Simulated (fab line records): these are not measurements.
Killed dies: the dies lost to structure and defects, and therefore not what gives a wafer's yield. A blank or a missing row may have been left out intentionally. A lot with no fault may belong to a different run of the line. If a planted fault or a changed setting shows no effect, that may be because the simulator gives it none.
fab line records | flow nand_harc
record: lots: 4 wafers: 12 last_day: 21
route steps=1159 shown A_ONON_D1@440 A_CHANNEL_HOLE_D1@450 END@1159
lots that met no fault: from a run of the same line without faults
start_h: start of the lot's first displayed wafer, in hours after the record's first day | wait_h: how many hours have passed since the lot's step before this one | " repeats the value in the row above | L1.1+2: one row covering several wafers at once | - no value, or no start given | * or withheld: withheld | < > ~ a bound
route shown NAME@n: a module of which the file shows steps, and the number in the route of the first | usual: mean/standard deviation of fault-free wafers | same: alike in all rows | chamber/n: place in a boat | sites: the reading at each site | _std_site: their standard deviation | _edge_site: outer sites' mean less inner sites' | radius_mm: for every site, how far away it sits from the centre of the wafer | mask NAME#n: copy n | behind: tool/chamber where the wafer was last shaped | hold: cause of the lot's hold/its duration in hours/its outcome | device: names the non-switching transistor (n, p or np) | end of line: tests of these same wafers at the route's end | a step without rows: its recipe alone | killed: dies lost to structure and defects at the first sort, not the wafer's yield | map: per-die view of a wafer (x killed, . not killed, _ where there is no die)
set.NAME: the setting as run; set.NAME@STEP: as run at that earlier step | model.NAME: the simulator's own value behind a step, which no gauge read
lots at selected steps of the route; one table per step, one row per wafer
== steps ==
step: NHARC_A_ONON_D1_DEP_22
recipe: target_thk_a: 10000 n2_flow_sccm: 2750 n2o_flow_sccm: 2000 nh3_flow_sccm: 500 sih4_flow_sccm: 210 temp_c: 400
step: NHARC_A_ONON_D1_DEP_25
recipe: target_thk_a: 10000 n2_flow_sccm: 2750 n2o_flow_sccm: 2000 nh3_flow_sccm: 500 sih4_flow_sccm: 210 temp_c: 400
step: NHARC_A_ONON_D1_DEP_28
recipe: target_thk_a: 10000 n2_flow_sccm: 2750 n2o_flow_sccm: 2000 nh3_flow_sccm: 500 sih4_flow_sccm: 210 temp_c: 400
step: NHARC_A_ONON_D1_DEP_33
recipe: target_thk_a: 2000 temp_c: 400 pressure_torr: 6.5 rf_w: 900 teos_flow_sccm: 161.4 flow_sccm: 2650 target_thk_nm: 200 gas: O2 material: SiO2
step: NHARC_A_CHANNEL_HOLE_D1_DEP_00
recipe: target_thk_a: 31000 temp_c: 400 material: aC
step: NHARC_A_CHANNEL_HOLE_D1_DEP_01
recipe: target_thk_a: 1400 target_thk_nm: 140 temp_c: 400 pressure_torr: 3.5 flow_sccm: 200 rf_w: 350 material: SiON
usual: heater_power_w: 762/74
columns lot.wafer tool chamber start_h wait_h heater_power_w
L440.1 pecvd-03 0 200.27 1.6 799
L440.3 " 1 " " 818
L440.4 " 1 " " 795
L439.3 pecvd-02 2 202.20 1.0 902
L439.1 " 0 " " 751
L439.6 " 2 " " 732
L446.1 pecvd-02 1 239.76 1.7 666
L446.4 " 0 " " 763
L446.6 " 1 " " 675
L445.3 pecvd-02 0 239.91 1.0 764
L445.1 " 1 " " 672
L445.2 " 2 " " 856
step: NHARC_A_CHANNEL_HOLE_D1_DEHYDRATE_02
recipe: temp_c: 150 time_s: 120
step: NHARC_A_CHANNEL_HOLE_D1_HMDS_03
recipe: time_s: 30
step: NHARC_A_CHANNEL_HOLE_D1_COAT_36
recipe: temp_c: 260 time_s: 75
step: NHARC_A_CHANNEL_HOLE_D1_COAT_37
recipe: temp_c: 225 time_s: 65
step: NHARC_A_CHANNEL_HOLE_D1_COAT_04
recipe: spin_rpm: 1500 resist_thk_nm: 90
step: NHARC_A_CHANNEL_HOLE_D1_SOFTBAKE_05
recipe: temp_c: 105 time_s: 55
step: NHARC_A_CHANNEL_HOLE_D1_EBR_06
step: NHARC_A_CHANNEL_HOLE_D1_EXPOSE_07
recipe: na: 1.35 target_cd_nm: 100 sigma_outer: 0.3 dose_mj: 59.65 mask_id: HOLE_D1
step: NHARC_A_CHANNEL_HOLE_D1_PEB_08
recipe: peb_temp_c: 100 peb_time_s: 65
step: NHARC_A_CHANNEL_HOLE_D1_DEVELOP_09
recipe: develop_time_s: 35 dev_temp_c: 23
step: NHARC_A_CHANNEL_HOLE_D1_DESCUM_15
recipe: time_s: 3 o2_flow_sccm: 200 ar_flow_sccm: 0 bias_power_w: 0 chemistry: O2
step: NHARC_A_CHANNEL_HOLE_D1_ETCH_38
recipe: target_depth_a: 390 over_etch_frac: 0.3 time_s: 65 ion_energy_ev: 80 cf4_flow_sccm: 150 ar_flow_sccm: 0 rf_w: 300 bias_w: 100 chemistry: CF4
step: NHARC_A_CHANNEL_HOLE_D1_ETCH_39
recipe: target_depth_a: 2600 over_etch_frac: 0.3 time_s: 325 ion_energy_ev: 200 n2_flow_sccm: 150 h2_flow_sccm: 150 ar_flow_sccm: 0 rf_w: 400 bias_w: 150 chemistry: N2/H2
step: NHARC_A_CHANNEL_HOLE_D1_ETCH_34
recipe: target_depth_a: 1540 time_s: 77 cf4_flow_sccm: 100 chf3_flow_sccm: 30 ar_flow_sccm: 0 rf_w: 500 bias_w: 200 chemistry: CF4/CHF3
step: NHARC_A_CHANNEL_HOLE_D1_ETCH_16
recipe: target_depth_a: 31000 over_etch_frac: 0.3 time_s: 806 ion_energy_ev: 150 o2_flow_sccm: 400 cos_flow_sccm: 20 ar_flow_sccm: 0 rf_w: 500 bias_w: 300 chemistry: O2/COS
step: NHARC_A_CHANNEL_HOLE_D1_ETCH_19
recipe: bias_v: 1200 source_w: 2500 pressure_mtorr: 15 time_s: 34.5 ar_flow_sccm: 375 c4f8_flow_sccm: 28.8 o2_flow_sccm: 96.2 temp_c: -20 target_depth_a: * chemistry: C4F8/O2/Ar
step: NHARC_A_CHANNEL_HOLE_D1_ETCH_20
recipe: bias_v: 3000 source_w: withheld pressure_mtorr: 20 time_s: 361.9 ar_flow_sccm: 375 c4f8_flow_sccm: 89.3 o2_flow_sccm: 35.7 temp_c: -20 target_depth_a: 16000 chemistry: C4F8/O2/Ar
step: NHARC_A_CHANNEL_HOLE_D1_ETCH_21
recipe: bias_v: 3000 source_w: withheld pressure_mtorr: 20 time_s: 514.3 ar_flow_sccm: 375 c4f8_flow_sccm: 89.3 o2_flow_sccm: 35.7 temp_c: -20 target_depth_a: 16000 chemistry: C4F8/O2/Ar
step: NHARC_A_CHANNEL_HOLE_D1_ETCH_22
recipe: bias_v: 3000 source_w: withheld pressure_mtorr: 20 time_s: 666.7 ar_flow_sccm: 375 c4f8_flow_sccm: 89.3 o2_flow_sccm: 35.7 temp_c: -20 target_depth_a: 16000 chemistry: C4F8/O2/Ar
step: NHARC_A_CHANNEL_HOLE_D1_ETCH_23
recipe: bias_v: 5000 source_w: withheld pressure_mtorr: 20 time_s: 819 ar_flow_sccm: 375 c4f8_flow_sccm: 89.3 o2_flow_sccm: 35.7 temp_c: -20 target_depth_a: 16000 chemistry: C4F8/O2/Ar
step: NHARC_A_CHANNEL_HOLE_D1_ETCH_24
recipe: bias_v: 5000 source_w: withheld pressure_mtorr: 20 time_s: 906.2 ar_flow_sccm: 375 c4f8_flow_sccm: 93.8 o2_flow_sccm: 31.2 temp_c: -20 target_depth_a: 15000 chemistry: C4F8/O2/Ar
step: NHARC_A_CHANNEL_HOLE_D1_ETCH_25
recipe: bias_v: 5000 source_w: withheld pressure_mtorr: 20 time_s: 1040.2 ar_flow_sccm: 375 c4f8_flow_sccm: 93.8 o2_flow_sccm: 31.2 temp_c: -20 target_depth_a: 15000 chemistry: C4F8/O2/Ar
step: NHARC_A_CHANNEL_HOLE_D1_ETCH_26
recipe: bias_v: 300 source_w: 2000 pressure_mtorr: 30 time_s: 224.1 ar_flow_sccm: 375 c4f8_flow_sccm: 11.4 o2_flow_sccm: 113.6 temp_c: -20 target_depth_a: 3000 chemistry: C4F8/O2/Ar
step: NHARC_A_CHANNEL_HOLE_D1_ETCH_33
recipe: bias_v: 400 source_w: 2000 pressure_mtorr: 25 time_s: 90 ar_flow_sccm: 375 c4f8_flow_sccm: 41.7 o2_flow_sccm: 83.3 temp_c: -20 target_depth_a: 4000 chemistry: C4F8/O2/Ar
step: NHARC_A_CHANNEL_HOLE_D1_STRIP_41
recipe: n2_flow_sccm: 150 h2_flow_sccm: 150 ar_flow_sccm: 0 bias_w: 0 chemistry: N2/H2
step: NHARC_END_SORT_01
recipe: temp_c: 25
usual: killed_at_array: 26/10 killed_at_periphery: 3.0/2.5 killed_dies: 29/11 killed_open: 3.3/1.9 killed_short: 1.8/1.5
same: gross_dies: 677 killed_at_other: 0
columns lot.wafer tool chamber start_h wait_h hold killed_at_array killed_at_periphery killed_dies killed_open killed_short
L439.1 prober-02 0 463.28 2.5 - 30 2 32 1 1
L439.3 prober-02 0 464.86 3.1 - 36 2 38 1 1
L439.6 prober-02 0 467.23 4.0 - 36 5 41 2 0
L440.1 prober-02 0 471.00 2.5 - 32 6 38 1 4
L440.3 prober-02 0 472.58 3.1 - 23 6 29 5 0
L440.4 prober-02 0 473.37 3.4 - 25 2 27 2 1
L445.1 prober-02 0 499.11 2.5 await_dispo/12.1h/release 675 2 677 4 1
L445.2 prober-02 0 499.92 2.8 await_dispo/12.1h/release 674 3 677 5 1
L445.3 prober-02 0 500.73 3.1 await_dispo/12.1h/release 42 0 42 1 0
L446.1 prober-01 0 511.50 2.5 await_dispo/1.9h/release 674 3 677 2 1
L446.4 prober-01 0 513.89 3.4 await_dispo/1.9h/release 24 6 30 2 3
L446.6 prober-01 0 515.48 4.0 await_dispo/1.9h/release 676 1 677 2 0
killed by level:class
L439.1 A_CHANNEL_HOLE_D1:chamber_film_flake=16 A_SLIT:chamber_film_flake=7 A_CONTACT:chamber_film_flake=6 P_CONTACT:geometric_particle:short=1 A_CONTACT:geometric_particle:open=1 P_ZERO_WELL:chamber_film_flake=1
L439.3 A_CHANNEL_HOLE_D1:chamber_film_flake=19 A_SLIT:chamber_film_flake=11 A_CONTACT:chamber_film_flake=2 A_CHANNEL_FILL_D1:geometric_particle:short=1 A_M0:geometric_particle:open=1 P_ZERO_WELL:chamber_film_flake=1 P_GATE:chamber_film_flake=1 A_ZERO_WELL:chamber_film_flake=1
L439.6 A_CHANNEL_HOLE_D1:chamber_film_flake=20 A_SLIT:chamber_film_flake=8 A_CONTACT:chamber_film_flake=5 P_CONTACT:geometric_particle:open=1 A_SOURCE_PLATE:geometric_particle:open=1 P_ZERO_WELL:chamber_film_flake=1 P_STI:chamber_film_flake=1 P_GATE:chamber_film_flake=1
L440.1 A_CHANNEL_HOLE_D1:chamber_film_flake=18 A_SGD_CUT:chamber_film_flake=5 P_ZERO_WELL:chamber_film_flake=4 A_WL_FILL:geometric_particle:short=3 A_CHANNEL_FILL_D1:chamber_film_flake=3 A_CONTACT:chamber_film_flake=2 P_M2:geometric_particle:short=1 A_SGD_CUT:geometric_particle:open=1
L440.3 A_CHANNEL_HOLE_D1:chamber_film_flake=13 P_ZERO_WELL:chamber_film_flake=3 A_CONTACT:chamber_film_flake=3 A_CONTACT:geometric_particle:open=2 A_SGD_CUT:chamber_film_flake=2 P_GATE:geometric_particle:open=1 P_M0:geometric_particle:open=1 A_M1:geometric_particle:open=1
L440.4 A_CHANNEL_HOLE_D1:chamber_film_flake=15 A_CONTACT:chamber_film_flake=4 P_ZERO_WELL:chamber_film_flake=2 A_SGD_CUT:chamber_film_flake=2 A_SOURCE_PLATE:geometric_particle:short=1 A_WL_FILL:geometric_particle:open=1 A_CONTACT:geometric_particle:open=1 A_CHANNEL_FILL_D1:chamber_film_flake=1
L445.1 A_CHANNEL_HOLE_D1:area_dep=627 A_SLIT:chamber_film_flake=15 A_CHANNEL_HOLE_D1:chamber_film_flake=14 A_M1:chamber_film_flake=6 A_CONTACT:chamber_film_flake=4 A_WL_FILL:geometric_particle:open=3 A_STAIRCASE:chamber_film_flake=2 A_WL_FILL:geometric_particle:short=1
L445.2 A_CHANNEL_HOLE_D1:area_dep=637 A_CHANNEL_HOLE_D1:chamber_film_flake=17 A_SLIT:chamber_film_flake=9 A_M1:chamber_film_flake=5 A_CONTACT:geometric_particle:open=2 P_M1:geometric_particle:open=1 P_BONDPAD:geometric_particle:open=1 A_ONON_D1:geometric_particle:open=1
L445.3 A_CHANNEL_HOLE_D1:chamber_film_flake=23 A_SLIT:chamber_film_flake=12 A_M1:chamber_film_flake=6 A_CONTACT:geometric_particle:open=1
L446.1 A_CHANNEL_HOLE_D1:area_dep=655 A_SLIT:chamber_film_flake=13 A_CHANNEL_HOLE_D1:chamber_film_flake=3 P_M0:geometric_particle:open=1 A_STAIRCASE:geometric_particle:open=1 A_SGD_CUT:geometric_particle:short=1 P_STI:chamber_film_flake=1 P_GATE:chamber_film_flake=1
L446.4 A_SLIT:chamber_film_flake=12 P_GATE:chamber_film_flake=3 A_CHANNEL_HOLE_D1:chamber_film_flake=3 A_CONTACT:chamber_film_flake=3 A_CONTACT:geometric_particle:open=2 P_CONTACT:geometric_particle:short=1 A_CHANNEL_FILL_D1:geometric_particle:short=1 A_WL_FILL:geometric_particle:short=1
L446.6 A_CHANNEL_HOLE_D1:area_dep=653 A_SLIT:chamber_film_flake=14 A_CHANNEL_HOLE_D1:chamber_film_flake=5 A_CONTACT:chamber_film_flake=2 A_CONTACT:geometric_particle:open=1 A_M0:geometric_particle:open=1 P_GATE:chamber_film_flake=1
map L445.1 (x killed, . not)
____________x____________
_________xxxxxxx_________
_______xxxxxxxxxxx_______
______xxxxxxxxxxxxx______
_____xxxxxxxxxxxxxxx_____
____xxxxxxxxxxxxxxxxx____
____xxxxxxxxxxxxxxxxx____
___xxxxxxxxxxxxxxxxxxx___
___xxxxxxxxxxxxxxxxxxx___
__xxxxxxxxxxxxxxxxxxxxx__
__xxxxxxxxxxxxxxxxxxxxx__
_xxxxxxxxxxxxxxxxxxxxxxx_
_xxxxxxxxxxxxxxxxxxxxxxx_
_xxxxxxxxxxxxxxxxxxxxxxx_
_xxxxxxxxxxxxxxxxxxxxxxx_
_xxxxxxxxxxxxxxxxxxxxxxx_
xxxxxxxxxxxxxxxxxxxxxxxxx
xxxxxxxxxxxxxxxxxxxxxxxxx
xxxxxxxxxxxxxxxxxxxxxxxxx
xxxxxxxxxxxxxxxxxxxxxxxxx
xxxxxxxxxxxxxxxxxxxxxxxxx
_xxxxxxxxxxxxxxxxxxxxxxx_
_xxxxxxxxxxxxxxxxxxxxxxx_
_xxxxxxxxxxxxxxxxxxxxxxx_
_xxxxxxxxxxxxxxxxxxxxxxx_
_xxxxxxxxxxxxxxxxxxxxxxx_
__xxxxxxxxxxxxxxxxxxxxx__
__xxxxxxxxxxxxxxxxxxxxx__
___xxxxxxxxxxxxxxxxxxx___
___xxxxxxxxxxxxxxxxxxx___
____xxxxxxxxxxxxxxxxx____
____xxxxxxxxxxxxxxxxx____
_____xxxxxxxxxxxxxxx_____
______xxxxxxxxxxxxx______
_______xxxxxxxxxxx_______
_________xxxxxxx_________
____________x____________
map L446.1 (x killed, . not)
____________x____________
_________xxxxxxx_________
_______xxxxxxxxxxx_______
______xxxxxxxxxxxxx______
_____xxxxxxxxxxxxxxx_____
____xxxxxxxxxxxxxxxxx____
____xxxxxxxxxxxxxxxxx____
___xxxxxxxxxxxxxxxxxxx___
___xxxxxxxxxxxxxxxxxxx___
__xxxxxxxxxxxxxxxxxxxxx__
__xxxxxxxxxxxxxxxxxxxxx__
_xxxxxxxxxxxxxxxxxxxxxxx_
_xxxxxxxxxxxxxxxxxxxxxxx_
_xxxxxxxxxxxxxxxxxxxxxxx_
_xxxxxxxxxxxxxxxxxxxxxxx_
_xxxxxxxxxxxxxxxxxxxxxxx_
xxxxxxxxxxxxxxxxxxxxxxxxx
xxxxxxxxxxxxxxxxxxxxxxxxx
xxxxxxxxxxxxxxxxxxxxxxxxx
xxxxxxxxxxxxxxxxxxxxxxxxx
xxxxxxxxxxxxxxxxxxxxxxxxx
_xxxxxxxxxxxxxxxxxxxxxxx_
_xxxxxxxxxxxxxxxxxxxxxxx_
_xxxxxxxxxxxxxxxxxxxxxxx_
_xxxxxxxxxxxxxxxxxxxxxxx_
_xxxxxxxxxxxxxxxxxxxxxxx_
__xxxxxxxxxxxxxxxxxxxxx__
__xxxxxxxxxxxxxxxxxxxxx__
___xxxxxxxxxxxxxxxxxxx___
___xxxxxxxxxxxxxxxxxxx___
____xxxxxxxxxxxxxxxxx____
____xxxxxxxxxxxxxxxxx____
_____xxxxxxxxxxxxxxx_____
______xxxxxxxxxxxxx______
_______xxxxxxxxxxx_______
_________xxxxxxx_________
____________x____________
== key ==
first_sign: step: NHARC_END_SORT_01 reading: killed_at_array direction: up sigmas: 65 usual: 26 struck: 675
effect: step: NHARC_END_SORT_01 reading: killed_dies direction: up sigmas: 61 usual: 29 struck: 677
more_kills_born_at: NHARC_A_CHANNEL_HOLE_D1_DEP_01@pecvd-02: 2572
met_at NHARC_A_CHANNEL_HOLE_D1_DEP_01
struck_wafers L445.1,L445.2,L446.1,L446.6
later_rows_left_out L445.1,L445.2,L446.1,L446.6
tester_left_out L445,L446
fault: kind: process_parameter_drift tool: pecvd-02 chamber: - onset_h: 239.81 steps: NHARC_A_CHANNEL_HOLE_D1_DEP_01 channel: target_thk_nm offset: 76.124 shape: step end_h: 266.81 scope: struck_wafers_only acts_in: these_recipes_only stated: 140
tester_left_out: of these lots the tester's yield and bins aren't shown, on N5 and GAA mostly nor the transistor test; their killed dies are dies lost to structure and defects alone, not to doping, threshold or leakage, so they don't give the yield
later_rows_left_out: the simulator's readings of these wafers behind a module that went badly wrong aren't trusted and aren't shown, but for the sort
